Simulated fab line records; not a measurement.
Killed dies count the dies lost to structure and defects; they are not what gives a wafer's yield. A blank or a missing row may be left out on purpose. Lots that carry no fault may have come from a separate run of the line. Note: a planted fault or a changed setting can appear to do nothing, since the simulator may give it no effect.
Which tool did it?    flow nandHarc    72 wafers from 24 lots sampled at 6 of the route's 1302 steps

WHAT EACH GAUGE READ, for each wafer
Not one reading of a measure or inspect step in the record can be checked against a usual standard deviation.

EACH LOT AND THE TOOL THAT RAN IT (in order: tool; ch and the chambers of the sampled wafers; start)
lot   NHARC_A_STAIRCASE_ETCH_13                     NHARC_A_STAIRCASE_ETCH_19                     NHARC_A_STAIRCASE_TRIM_22                     NHARC_A_STAIRCASE_STRIP_175          NHARC_A_STAIRCASE_ETCH_232     NHARC_A_STAIRCASE_TRIM_233
L074  rieDiel-10 ch 0,1,3, day 15 20:22 or earlier  rieDiel-10 ch 0,1,2, day 15 20:22 or earlier  rieDiel-10 ch 0,3, day 15 20:22 or earlier    plasmaAsher-02 ch 0,1, day 15 20:22  rieDiel-11 ch 0,1, no start    rieDiel-11 ch 0,3, no start
L075  rieDiel-13 ch 0,1, day 16 11:02 or earlier    rieDiel-13 ch 0,1,2, day 16 11:02 or earlier  rieDiel-10 ch 1,2,3, day 16 11:02 or earlier  plasmaAsher-01 ch 0,1, day 16 11:02  rieDiel-13 ch 0,3, no start    rieDiel-13 ch 0,1, no start
L076  rieDiel-13 ch 1,2,3, day 16 11:20 or earlier  rieDiel-13 ch 0,1,3, day 16 11:20 or earlier  rieDiel-10 ch 0,1,2, day 16 11:20 or earlier  plasmaAsher-02 ch 0,1, day 16 11:20  rieDiel-11 ch 0,1,3, no start  rieDiel-11 ch 1,2,3, no start
L077  rieDiel-10 ch 1,2,3, day 16 12:43 or earlier  rieDiel-10 ch 0,1, day 16 12:43 or earlier    rieDiel-11 ch 1,2,3, day 16 12:43 or earlier  plasmaAsher-01 ch 0,1, day 16 12:43  rieDiel-13 ch 0,1,3, no start  rieDiel-13 ch 0,3, no start
L078  rieDiel-10 ch 0,1,2, day 17 20:47 or earlier  rieDiel-10 ch 0,1,2, day 17 20:47 or earlier  rieDiel-11 ch 1,2,3, day 17 20:47 or earlier  plasmaAsher-02 ch 0,1, day 17 20:47  rieDiel-11 ch 0,2,3, no start  rieDiel-11 ch 1,2,3, no start
L079  rieDiel-10 ch 0,3, day 17 22:11 or earlier    rieDiel-10 ch 0,2,3, day 17 22:11 or earlier  rieDiel-13 ch 2,3, day 17 22:11 or earlier    plasmaAsher-01 ch 0,1, day 17 22:11  rieDiel-13 ch 2,3, no start    rieDiel-13 ch 1,2, no start
L080  rieDiel-10 ch 0,1, day 18 14:05 or earlier    rieDiel-10 ch 1,3, day 18 14:05 or earlier    rieDiel-13 ch 0,1,2, day 18 14:05 or earlier  plasmaAsher-02 ch 0,1, day 18 14:05  rieDiel-11 ch 0,2,3, no start  rieDiel-11 ch 0,3, no start
L081  rieDiel-13 ch 1,2,3, day 19 03:46 or earlier  rieDiel-13 ch 2,3, day 19 03:46 or earlier    rieDiel-13 ch 2,3, day 19 03:46 or earlier    plasmaAsher-01 ch 0,1, day 19 03:46  rieDiel-13 ch 0,1,3, no start  rieDiel-13 ch 0,2,3, no start
L083  rieDiel-10 ch 1,2,3, day 19 12:10 or earlier  rieDiel-10 ch 1,2, day 19 12:10 or earlier    rieDiel-10 ch 1,2,3, day 19 12:10 or earlier  plasmaAsher-02 ch 0,1, day 19 12:10  rieDiel-11 ch 0,2,3, no start  rieDiel-11 ch 0,2,3, no start
L082  rieDiel-11 ch 1,2, day 19 15:06 or earlier    rieDiel-11 ch 0,2,3, day 19 15:06 or earlier  rieDiel-11 ch 1,3, day 19 15:06 or earlier    plasmaAsher-01 ch 0,1, day 19 15:06  rieDiel-13 ch 1,3, no start    rieDiel-13 ch 1,2, no start
L084  rieDiel-10 ch 0,3, day 20 01:08 or earlier    rieDiel-10 ch 1,2,3, day 20 01:08 or earlier  rieDiel-10 ch 1,2, day 20 01:08 or earlier    plasmaAsher-02 ch 0, day 20 01:08    rieDiel-10 ch 0,2, no start    rieDiel-10 ch 0,1,3, no start
L086  rieDiel-13 ch 0,2,3, day 20 06:41 or earlier  rieDiel-13 ch 1,2, day 20 06:41 or earlier    rieDiel-10 ch 0,3, day 20 06:41 or earlier    plasmaAsher-01 ch 0,1, day 20 06:41  rieDiel-10 ch 0,1,2, no start  rieDiel-10 ch 0,1, no start
L085  rieDiel-13 ch 0,1, day 20 18:14 or earlier    rieDiel-13 ch 1,2,3, day 20 18:14 or earlier  rieDiel-10 ch 0,2,3, day 20 18:14 or earlier  plasmaAsher-01 ch 0,1, day 20 18:14  rieDiel-11 ch 1,2,3, no start  rieDiel-11 ch 0,2, no start
L089  rieDiel-13 ch 0,2,3, day 21 17:04 or earlier  rieDiel-13 ch 2,3, day 21 17:04 or earlier    rieDiel-13 ch 0,2, day 21 17:04 or earlier    plasmaAsher-01 ch 0,1, day 21 17:04  rieDiel-13 ch 0,3, no start    rieDiel-13 ch 2,3, no start
L088  rieDiel-10 ch 0,1,3, day 21 16:53 or earlier  rieDiel-10 ch 0,1,2, day 21 16:53 or earlier  rieDiel-10 ch 1,2, day 21 16:53 or earlier    plasmaAsher-02 ch 0,1, day 21 16:53  rieDiel-10 ch 1,3, no start    rieDiel-10 ch 0,3, no start
L087  rieDiel-10 ch 0,1,2, day 21 22:39 or earlier  rieDiel-10 ch 0,3, day 21 22:39 or earlier    rieDiel-13 ch 2,3, day 21 22:39 or earlier    plasmaAsher-01 ch 0, day 21 22:39    rieDiel-11 ch 1,2,3, no start  rieDiel-11 ch 0,2,3, no start
L090  rieDiel-10 ch 0,2,3, day 22 18:11 or earlier  rieDiel-10 ch 0,2,3, day 22 18:11 or earlier  rieDiel-10 ch 0,2, day 22 18:11 or earlier    plasmaAsher-02 ch 0,1, day 22 18:11  rieDiel-13 ch 0,3, no start    rieDiel-13 ch 0,3, no start
L091  rieDiel-10 ch 1,2,3, day 22 18:27 or earlier  rieDiel-10 ch 1,2, day 22 18:27 or earlier    rieDiel-11 ch 0,2,3, day 22 18:27 or earlier  plasmaAsher-02 ch 0, day 22 18:27    rieDiel-11 ch 1,2,3, no start  rieDiel-11 ch 0,2, no start
L093  rieDiel-10 ch 2,3, day 23 08:24 or earlier    rieDiel-10 ch 0,1,2, day 23 08:24 or earlier  rieDiel-11 ch 0,1,2, day 23 08:24 or earlier  plasmaAsher-02 ch 0, day 23 08:24    rieDiel-13 ch 0,2, no start    rieDiel-13 ch 1,3, no start
L092  rieDiel-10 ch 0,2,3, day 23 08:47 or earlier  rieDiel-10 ch 0,2,3, day 23 08:47 or earlier  rieDiel-10 ch 0,1,2, day 23 08:47 or earlier  plasmaAsher-01 ch 0,1, day 23 08:47  rieDiel-11 ch 0,2,3, no start  rieDiel-11 ch 1,2,3, no start
L094  rieDiel-10 ch 0,2,3, day 24 18:02 or earlier  rieDiel-10 ch 0,2,3, day 24 18:02 or earlier  rieDiel-10 ch 0,1,2, day 24 18:02 or earlier  plasmaAsher-02 ch 0,1, day 24 18:02  rieDiel-13 ch 0,1,2, no start  rieDiel-13 ch 0,2,3, no start
L095  rieDiel-10 ch 0,1,3, day 24 18:20 or earlier  rieDiel-10 ch 0,2,3, day 24 18:20 or earlier  rieDiel-10 ch 2,3, day 24 18:20 or earlier    plasmaAsher-01 ch 0,1, day 24 18:20  rieDiel-10 ch 1,3, no start    rieDiel-10 ch 2,3, no start
L097  rieDiel-11 ch 0,1,2, day 25 13:40 or earlier  rieDiel-11 ch 0,3, day 25 13:40 or earlier    rieDiel-10 ch 0,2,3, day 25 13:40 or earlier  plasmaAsher-01 ch 0,1, day 25 13:40  rieDiel-11 ch 0,3, no start    rieDiel-11 ch 0,3, no start
L096  rieDiel-13 ch 0,1,3, day 25 19:12 or earlier  rieDiel-13 ch 0,2,3, day 25 19:12 or earlier  rieDiel-11 ch 1,2, day 25 19:12 or earlier    plasmaAsher-01 ch 0, day 25 19:12    rieDiel-11 ch 0,2, no start    rieDiel-11 ch 0,1, no start
- NHARC_A_STAIRCASE_ETCH_13: etches the open film in C4F8/O2, target depth 100 nm, time 40.5 s.
- NHARC_A_STAIRCASE_ETCH_19: etches the open film in C4F8/O2, target depth 100 nm, time 40.5 s.
- NHARC_A_STAIRCASE_TRIM_22: chemistry O2, time 211.2 s.
- NHARC_A_STAIRCASE_STRIP_175: strips in O2.
- NHARC_A_STAIRCASE_ETCH_232: etches the open film in C4F8/O2, target depth 100 nm, time 40.5 s.
- NHARC_A_STAIRCASE_TRIM_233: chemistry O2, time 211.2 s.

AS READ BY THE TOOLS THEMSELVES (means over the sampled wafers that have a number; for cases with no such wafer, the mark the record gives instead)
NHARC_A_STAIRCASE_ETCH_13. Usual: oesProductAu 0.941 a.u., standard deviation 0.012; rfVppV 894 V, standard deviation 5.7.
lot   tool        oesProductAu (a.u.)  rfVppV (V)  flag
L074  rieDiel-10  0.942                895         
L075  rieDiel-13  0.940                891         
L076  rieDiel-13  0.930                889         
L077  rieDiel-10  0.954                892         
L078  rieDiel-10  0.920                893         
L079  rieDiel-10  0.935                892         
L080  rieDiel-10  0.944                896         
L081  rieDiel-13  0.937                889         
L083  rieDiel-10  0.937                897         
L082  rieDiel-11  0.946                895         
L084  rieDiel-10  0.934                893         
L086  rieDiel-13  0.931                892         
L085  rieDiel-13  0.931                890         
L089  rieDiel-13  0.933                890         
L088  rieDiel-10  0.955                894         
L087  rieDiel-10  0.937                899         
L090  rieDiel-10  0.953                896         
L091  rieDiel-10  0.943                897         
L093  rieDiel-10  0.961                901         
L092  rieDiel-10  0.937                896         
L094  rieDiel-10  0.949                896         
L095  rieDiel-10  0.939                894         
L097  rieDiel-11  0.944                897         
L096  rieDiel-13  0.941                890         

NHARC_A_STAIRCASE_ETCH_19. Usual: oesProductAu 0.940 a.u., standard deviation 0.0094; rfVppV 894 V, standard deviation 5.7.
lot   tool        oesProductAu (a.u.)  rfVppV (V)  flag
L074  rieDiel-10  0.951                893         
L075  rieDiel-13  0.941                890         
L076  rieDiel-13  0.931                892         
L077  rieDiel-10  0.932                895         
L078  rieDiel-10  0.937                892         
L079  rieDiel-10  0.944                890         
L080  rieDiel-10  0.949                893         
L081  rieDiel-13  0.927                889         
L083  rieDiel-10  0.936                902         
L082  rieDiel-11  0.944                897         
L084  rieDiel-10  0.942                897         
L086  rieDiel-13  0.944                887         
L085  rieDiel-13  0.939                889         
L089  rieDiel-13  0.930                888         
L088  rieDiel-10  0.943                899         
L087  rieDiel-10  0.956                892         
L090  rieDiel-10  0.941                897         
L091  rieDiel-10  0.943                899         
L093  rieDiel-10  0.937                897         
L092  rieDiel-10  0.943                896         
L094  rieDiel-10  0.937                896         
L095  rieDiel-10  0.935                897         
L097  rieDiel-11  0.930                901         
L096  rieDiel-13  0.946                896         

NHARC_A_STAIRCASE_TRIM_22. Usual: drypumpMotorCurrentA 5.74 A, standard deviation 0.3; oesProductAu 1.000 a.u., standard deviation 0.0097; rfVppV 57.7 V, standard deviation 0.83; showerheadPlenumPTorr 3.49 Torr, standard deviation 0.15; throttleValvePct 17.036 %, standard deviation 0.0095.
lot   tool        drypumpMotorCurrentA (A)  oesProductAu (a.u.)  rfVppV (V)  showerheadPlenumPTorr (Torr)  throttleValvePct (%)  flag
L074  rieDiel-10  5.74                      1.006                58.1        3.47                          17.034                
L075  rieDiel-10  5.62                      1.006                57.3        3.40                          17.024                
L076  rieDiel-10  5.47                      1.007                58.0        3.44                          17.035                
L077  rieDiel-11  5.77                      0.999                56.5        3.50                          17.044                
L078  rieDiel-11  5.78                      0.997                57.8        3.49                          17.047                
L079  rieDiel-13  5.95                      1.001                57.2        3.32                          17.042                
L080  rieDiel-13  5.86                      0.997                57.3        3.36                          17.036                
L081  rieDiel-13  5.70                      0.992                56.8        3.36                          17.035                
L083  rieDiel-10  5.63                      1.008                58.4        3.58                          17.040                
L082  rieDiel-11  5.62                      0.988                57.8        3.54                          17.034                
L084  rieDiel-10  5.46                      0.998                58.0        3.62                          17.040                
L086  rieDiel-10  5.74                      1.008                56.8        3.45                          17.041                
L085  rieDiel-10  5.64                      1.008                57.5        3.56                          17.034                
L089  rieDiel-13  6.05                      0.994                57.2        3.34                          17.036                
L088  rieDiel-10  5.49                      0.999                58.7        3.61                          17.034                
L087  rieDiel-13  5.70                      0.995                57.7        3.34                          17.039                
L090  rieDiel-10  5.50                      1.003                57.3        3.58                          17.038                
L091  rieDiel-11  6.03                      0.991                57.4        3.55                          17.031                
L093  rieDiel-11  5.88                      0.995                58.1        3.59                          17.032                
L092  rieDiel-10  5.48                      1.008                57.7        3.59                          17.033                
L094  rieDiel-10  5.48                      1.005                58.2        3.59                          17.036                
L095  rieDiel-10  5.80                      1.006                58.3        3.51                          17.038                
L097  rieDiel-10  5.64                      1.001                57.6        3.54                          17.046                
L096  rieDiel-11  5.75                      0.984                56.8        3.45                          17.035                

NHARC_A_STAIRCASE_STRIP_175. Usual: drypumpMotorCurrentA 5.75 A, standard deviation 0.15; heaterPowerW 323 W, standard deviation 21.
lot   tool            drypumpMotorCurrentA (A)  heaterPowerW (W)  flag
L074  plasmaAsher-02  5.78                      311               
L075  plasmaAsher-01  5.74                      319               
L076  plasmaAsher-02  5.78                      317               
L077  plasmaAsher-01  5.76                      322               
L078  plasmaAsher-02  5.76                      311               
L079  plasmaAsher-01  5.66                      342               
L080  plasmaAsher-02  5.77                      316               
L081  plasmaAsher-01  5.66                      331               
L083  plasmaAsher-02  5.76                      304               
L082  plasmaAsher-01  5.66                      336               
L084  plasmaAsher-02  5.67                      295               
L086  plasmaAsher-01  5.65                      339               
L085  plasmaAsher-01  5.75                      327               
L089  plasmaAsher-01  5.67                      340               
L088  plasmaAsher-02  5.76                      307               
L087  plasmaAsher-01  5.85                      300               
L090  plasmaAsher-02  5.78                      310               
L091  plasmaAsher-02  5.69                      292               
L093  plasmaAsher-02  5.66                      291               
L092  plasmaAsher-01  5.75                      328               
L094  plasmaAsher-02  5.77                      312               
L095  plasmaAsher-01  5.66                      324               
L097  plasmaAsher-01  5.76                      328               
L096  plasmaAsher-01  5.81                      334               

NHARC_A_STAIRCASE_ETCH_232. Usual: oesProductAu 0.940 a.u., standard deviation 0.012; rfVppV 894 V, standard deviation 5.5.
lot   tool        oesProductAu (a.u.)  rfVppV (V)  flag
L074  rieDiel-11  0.947                895         
L075  rieDiel-13  0.944                892         
L076  rieDiel-11  0.937                893         
L077  rieDiel-13  0.937                892         
L078  rieDiel-11  0.946                891         
L079  rieDiel-13  0.932                890         
L080  rieDiel-11  0.934                892         
L081  rieDiel-13  0.928                892         
L083  rieDiel-11  0.950                897         
L082  rieDiel-13  0.943                889         
L084  rieDiel-10  0.966                899         
L086  rieDiel-10  0.954                899         
L085  rieDiel-11  0.939                894         
L089  rieDiel-13  0.933                892         
L088  rieDiel-10  0.949                892         
L087  rieDiel-11  0.948                894         
L090  rieDiel-13  0.924                892         
L091  rieDiel-11  0.938                894         
L093  rieDiel-13  0.947                898         
L092  rieDiel-11  0.929                897         
L094  rieDiel-13  0.930                895         
L095  rieDiel-10  0.950                893         
L097  rieDiel-11  0.934                896         
L096  rieDiel-11  0.933                895         

NHARC_A_STAIRCASE_TRIM_233. Usual: drypumpMotorCurrentA 5.79 A, standard deviation 0.28; oesProductAu 0.998 a.u., standard deviation 0.0095; rfVppV 57.8 V, standard deviation 0.81; showerheadPlenumPTorr 3.47 Torr, standard deviation 0.15; throttleValvePct 17.037 %, standard deviation 0.0094.
lot   tool        drypumpMotorCurrentA (A)  oesProductAu (a.u.)  rfVppV (V)  showerheadPlenumPTorr (Torr)  throttleValvePct (%)  flag
L074  rieDiel-11  6.14                      0.986                57.5        3.35                          17.041                
L075  rieDiel-13  5.72                      1.009                58.1        3.44                          17.040                
L076  rieDiel-11  5.78                      0.993                57.9        3.49                          17.037                
L077  rieDiel-13  5.64                      1.004                57.8        3.46                          17.039                
L078  rieDiel-11  5.78                      1.006                57.5        3.49                          17.029                
L079  rieDiel-13  6.02                      0.996                57.6        3.30                          17.046                
L080  rieDiel-11  6.12                      0.991                57.2        3.34                          17.044                
L081  rieDiel-13  5.78                      0.994                57.5        3.39                          17.037                
L083  rieDiel-11  6.04                      0.994                58.4        3.56                          17.031                
L082  rieDiel-13  6.02                      0.994                58.1        3.29                          17.037                
L084  rieDiel-10  5.73                      1.006                58.4        3.47                          17.038                
L086  rieDiel-10  5.59                      1.008                57.4        3.50                          17.028                
L085  rieDiel-11  6.11                      0.996                58.0        3.67                          17.044                
L089  rieDiel-13  5.96                      0.998                57.2        3.31                          17.036                
L088  rieDiel-10  5.90                      1.011                57.5        3.41                          17.044                
L087  rieDiel-11  6.02                      0.996                57.6        3.55                          17.044                
L090  rieDiel-13  5.62                      1.007                56.9        3.43                          17.029                
L091  rieDiel-11  6.11                      0.995                59.2        3.66                          17.038                
L093  rieDiel-13  5.58                      0.989                56.9        3.33                          17.035                
L092  rieDiel-11  5.77                      0.992                58.2        3.47                          17.037                
L094  rieDiel-13  5.80                      1.009                57.6        3.54                          17.043                
L095  rieDiel-10  5.58                      0.999                58.3        3.64                          17.039                
L097  rieDiel-11  6.01                      1.002                57.5        3.55                          17.038                
L096  rieDiel-11  5.72                      0.992                58.0        3.63                          17.044                

THE ANSWER, worked out from the rows above alone
Rule: a lot is off if the mean of its wafers that have a number lies more than 3 standard deviations from the usual mean. A lot without any number at a reading at which 4 lots or more have one is off too. The other lots that the step has rows for count as sound. First the gauges in route order, then the tools' own readings, where a lot's mean is used as printed above. The first step at which some lot is off is used, and at that step the reading that is off furthest; a lot without a number counts as furthest.
Nothing can be told from this: no lot is off at any reading shown.

WHAT WAS PUT IN BY THE SIMULATOR
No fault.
